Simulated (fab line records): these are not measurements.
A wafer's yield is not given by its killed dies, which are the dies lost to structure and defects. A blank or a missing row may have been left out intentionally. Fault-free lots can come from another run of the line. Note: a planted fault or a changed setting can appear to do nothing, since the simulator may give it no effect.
Lot-split experiment	flow n5_finfet	21 wafers read across 7 lots, on a route 1938 steps long

ABOUT THE SPLIT
At N5_FIN_SAQP_PEB_14 (peb time 60 s), the setting peb_time_s was moved away from the recipe's 60 s on 5 of the 21 wafers read, by +9.8% to +18.3%. All remaining wafers had this setting at the recipe value.

SPLIT TO READING: what lies between them in the file, 1 step
- N5_FIN_SAQP_DEVELOP_15: develop time 30 s

THE READING
cd_nm, in nm, at N5_FIN_SAQP_CD_MEAS_16 (target cd 35.6 nm). A value of 35.8 nm with a standard deviation of 0.38 nm is what fault-free wafers of this fab line usually give.

wafer	tool, chamber at the split	peb_time_s as run, s	against the recipe	cd_nm, nm	against lot-mates on the recipe
L075.3	litho_track-05, 0	60	recipe	35.6	-
L075.4	litho_track-05, 0	60	recipe	35.8	-
L075.5	litho_track-05, 0	60	recipe	35.7	-
L077.2	litho_track-02, 0	60	recipe	36.0	-
L077.3	litho_track-02, 0	66.64	+11.1%	34.5	-1.3
L077.5	litho_track-02, 0	60	recipe	35.6	-
L081.1	litho_track-01, 0	65.89	+9.8%	34.6	-1.2
L081.2	litho_track-01, 0	65.89	+9.8%	34.8	-1.0
L081.3	litho_track-01, 0	60	recipe	35.8	-
L082.1	litho_track-02, 0	60	recipe	35.5	-
L082.4	litho_track-02, 0	60	recipe	36.2	-
L082.5	litho_track-02, 0	60	recipe	36.2	-
L084.4	litho_track-02, 0	60	recipe	35.3	-
L084.5	litho_track-02, 0	60	recipe	35.9	-
L084.6	litho_track-02, 0	70.13	+16.9%	33.9	-1.7
L090.1	litho_track-01, 0	60	recipe	35.6	-
L090.3	litho_track-01, 0	60	recipe	36.7	-
L090.4	litho_track-01, 0	60	recipe	35.6	-
L093.2	litho_track-01, 0	70.95	+18.3%	32.9	-2.9
L093.4	litho_track-01, 0	60	recipe	36.3	-
L093.5	litho_track-01, 0	60	recipe	35.4	-

FIT RESULTS
A straight line over all 21 wafers: cd_nm changes by -0.132 nm for each +1% of peb_time_s; r = -0.91; the points scatter about the line by 0.37 nm.
The same after taking each lot's own level away (the mean of its wafers on the recipe; 21 wafers): -0.128 nm for each +1%; r = -0.91; scatter 0.36 nm.
On that fit, the largest move of peb_time_s shifts the reading by 2.3 nm.
The span of the lots' own levels, 35.60 to 35.97 nm, comes to 1.0 times the standard deviation stated above.
So the lot-to-lot level changes the slope little: the two slopes agree.
Check: with one of the wafers moved furthest among these (+18.3%) left out of the fit, the line predicts -1.96 nm for it against its lot-mates. Against them it came out at -2.95 nm.

OTHER SPLITS APPLIED TO THESE WAFERS
Before the reading, these wafers also passed through other splits. Each is held against what the fit with the lots' levels taken away leaves over:
other split on the same wafers	wafers away from the commonest value	r with cd_nm (lot level and that fit taken away)
N5_ZERO_LAYER_PECVD_02 time_s	6	-0.09
N5_PMOS_HMC_CHANNEL_EPI_HM_DEP_34 time_s	8	-0.11
N5_PMOS_HMC_CHANNEL_EPI_PEB_07 peb_time_s	9	-0.28

FILE'S OWN FIT
cd_nm changes by -0.128 nm for each +1% of peb_time_s, r = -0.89.
